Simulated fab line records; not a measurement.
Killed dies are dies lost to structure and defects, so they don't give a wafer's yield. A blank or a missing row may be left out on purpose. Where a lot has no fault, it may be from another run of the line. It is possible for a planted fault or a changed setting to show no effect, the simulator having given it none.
A lot that was struck, set against a sound lot | flow n5_finfet | 38 steps out of a route of 1938
Sound: the wafers L481.1, L481.4, L481.5. Struck: wafer L485.3 (left out: L485.2, a lot-mate that was not struck); the cause follows at the end.
Each step with rows lists, per side, the tool, then ch with its chambers, then its first start. Under that, the readings that differ: sound wafers | struck wafers | difference of the means | sigmas: that difference in standard deviations of wafers without a fault.
alike: a reading whose means differ by less than 2 such deviations, as well as words and numbers matching on both sides. not compared: withheld readings; readings where some wafer has no value; bounds like >300 that might hide an equal value; numbers whose values overlap and for which the record gives no deviation.
A row with sigmas, a row that says differs or no value, or rows on one side alone: a step with any of these is where the two part. Non-overlapping numbers with no deviation appear without sigmas and do not part them. Lack of a reading on every wafer of one side parts them only where that side has two or more wafers.

first, 9 steps without rows for these wafers: N5_BEOL_M11_PEB_26 (peb time 60 s); N5_BEOL_M11_DEVELOP_27 (develop time 30 s); N5_BEOL_M11_DESCUM_33 (chemistry O2, time 7.9 s); N5_BEOL_M11_ETCH_65 (etches SiARC in CF4, target depth 39 nm, time 65 s); N5_BEOL_M11_ETCH_66 (etches SOC in N2/H2, target depth 120 nm, overetch 24 nm, time 180 s); N5_BEOL_M11_STRIP_69 (strips in N2/H2); N5_BEOL_M11_VIA_ETCH_34 (etches SiCOH lowk in C4F6/O2, target depth 184.5 nm, time 69.2 s); N5_BEOL_M11_STRIP_73 (strips in C4F6/O2); N5_BEOL_M11_STRIP_36 (strips in N2/H2).
N5_BEOL_M11_TRENCH_ETCH_37: etches SiCOH lowk in C4F6/O2, target depth 148.83 nm, time 48 s.
  sound on rie_diel-06 ch 1,3, day 11 09:59; struck on rie_diel-06 ch 2, day 12 15:11
  reading                                     | sound             | struck | difference | sigmas
  run_length_s (s)                            | 71.3 71.4 71.2    | 57.7   | -13.6      | -29
  model.etch.depth_nm (nm)                    | 149.5 149.3 152.2 | 105.9  | -44.4      |
  model.BEOL_M11.feature_depth_nm (nm)        | 149.4 149.4 152.2 | 106    | -44        |
  model.TiN_of_BEOL_M11_HM_DEP_02.thk_nm (nm) | 16 15.8 15.4      | 17     | +1         |
  alike: chamber_pressure_mTorr, drypump_motor_current_A, oes_product_au, rf_vpp_V, showerhead_plenum_p_Torr, throttle_valve_pct
  not compared: bias_w, rf_hours_counter_h
then, 2 steps without rows for these wafers: N5_BEOL_M11_ETCH_41 (etches SiCN in CH3F/O2, target depth 42.6 nm, time 86 s); N5_BEOL_M11_STRIP_77 (strips in N2/H2, time 10 s).
N5_BEOL_M11_OCD_MEAS_38:
  sound on ocd-02, day 11 10:10; struck on ocd-01, day 12 15:22
  reading              | sound             | struck | difference | sigmas
  trench_depth_nm (nm) | 149.8 149.0 152.3 | 105.8  | -44.6      | -18
then, 13 steps without rows for these wafers: N5_BEOL_M11_HM_STRIP_39 (strips TiN in peroxide tin strip, target depth 25 nm, time 158 s); N5_BEOL_M11_SRD_40 (time 30 s); N5_BEOL_M11_PRECLEAN_42 (cleans in residue remover, time 60 s); N5_BEOL_M11_SRD_43 (time 30 s); N5_BEOL_M11_CURE_72 (cures SiCOH lowk, time 120 s); N5_BEOL_M11_DEGAS_44 (time 60 s); N5_BEOL_M11_PRE_CLEAN_45 (time 30 s); N5_BEOL_M11_ALD_74 (deposits TaN, target thk 2 nm, pulse time 2 s, purge time 3 s); N5_BEOL_M11_SURFACE_TREAT_76; N5_BEOL_M11_CVD_75 (deposits Co from CCTBA/H2, target thk 2 nm, time 138.9 s); N5_BEOL_M11_SPUTTER_48 (material Cu, target thk 12 nm, time 2 s); N5_BEOL_M11_ECD_50 (material Cu, target thk 318 nm); N5_BEOL_M11_ANNEAL_51 (time 90 s).
N5_BEOL_M11_CMP_52: polishes, stops on SiCOH lowk, t overpolish 7 s, target thk 140 nm.
  sound on cmp-04 ch 1,2, day 11 12:14; struck on cmp-01 ch 2, day 12 17:17
  reading                                 | sound             | struck | difference | sigmas
  model.Cu_of_BEOL_M11_ECD_50.thk_nm (nm) | 141.4 140.8 143.2 | 97.8   | -44.0      |
  alike: motor_current_A
N5_BEOL_M11_THK_MEAS_53: measures by xrf.
  sound on film_metro-01, day 11 12:32; struck on film_metro-01, day 12 17:34
  reading      | sound             | struck | difference | sigmas
  M11_THK (nm) | 142.5 141.2 144.2 | 98.0   | -44.6      | -16
then, 2 steps without rows for these wafers: N5_BEOL_M11_PRE_CLEAN_55 (time 15 s); N5_BEOL_M11_DEP_56 (deposits SiCN from 3MS/NH3, target thk 30 nm, time 10.5 s).
N5_BEOL_M11_RS_MEAS_57: measurement is done with a four-point probe.
  sound on film_metro-01, day 11 12:40; struck on film_metro-01, day 12 17:42
  reading         | sound             | struck | difference | sigmas
  M11_RS (ohm/sq) | 0.149 0.150 0.148 | 0.227  | +0.078     | +25
then, 5 steps without rows for these wafers: N5_BEOL_M12_ILD_DEP_00 (deposits SiOC from DEMS/O2, target thk 658.92 nm, time 130.7 s); N5_BEOL_M12_COAT_58 (time 60 s, resist thk 89 nm); N5_BEOL_M12_COAT_04 (resist thk 400 nm); N5_BEOL_M12_EBR_06; N5_BEOL_M12_SOFTBAKE_05 (time 60 s).
N5_BEOL_M15_RC_MEAS_101:
  sound on prober-01 ch 0, day 12 10:04; struck on prober-01 ch 0, day 13 15:28
  reading                    | sound          | struck | difference | sigmas
  SERP_M11 (ohm/um)          | 3.00 3.03 2.98 | 4.59   | +1.59      | +21
  SERP_M11_max_site (ohm/um) | 3.08 3.10 3.06 | 4.65   | +1.57      | +18
  SERP_M5 (ohm/um)           | 36.8 37.1 35.9 | 40.4   | +3.8       | +2
  alike: COMB_M10, COMB_M12, COMB_M13, COMB_M14, COMB_M15, COMB_M5, COMB_M6, COMB_M7, COMB_M8, COMB_M9, SERP_M10, SERP_M12, SERP_M13, SERP_M14, SERP_M6, SERP_M6_max_site, SERP_M7, SERP_M8, SERP_M8_max_site, SERP_M9
N5_PASSIVATION_PROBE_49:
  sound on prober-02, day 13 02:31; struck on prober-01, day 14 07:07
  reading             | sound    | struck | difference | sigmas
  killed_at_front_end | 28 42 22 | 72     | +41        | +3
  killed_short        | 24 35 23 | 47     | +20        | +2
  alike: defect_limited_yield, killed_at_M0_to_M3, killed_at_M4_up, killed_at_contacts, killed_at_other, killed_dies, killed_open, sort_bin_5_function, sort_bin_6_memory, sort_bin_8_speed, sort_n_pass

## WHERE THEY PART
Last at N5_PASSIVATION_PROBE_49 as far as this record goes, first at N5_BEOL_M11_TRENCH_ETCH_37.

WHY: what had been put in by the simulator
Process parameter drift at N5_BEOL_M11_TRENCH_ETCH_37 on rie_diel-06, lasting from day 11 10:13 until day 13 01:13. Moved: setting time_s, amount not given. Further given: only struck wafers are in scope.
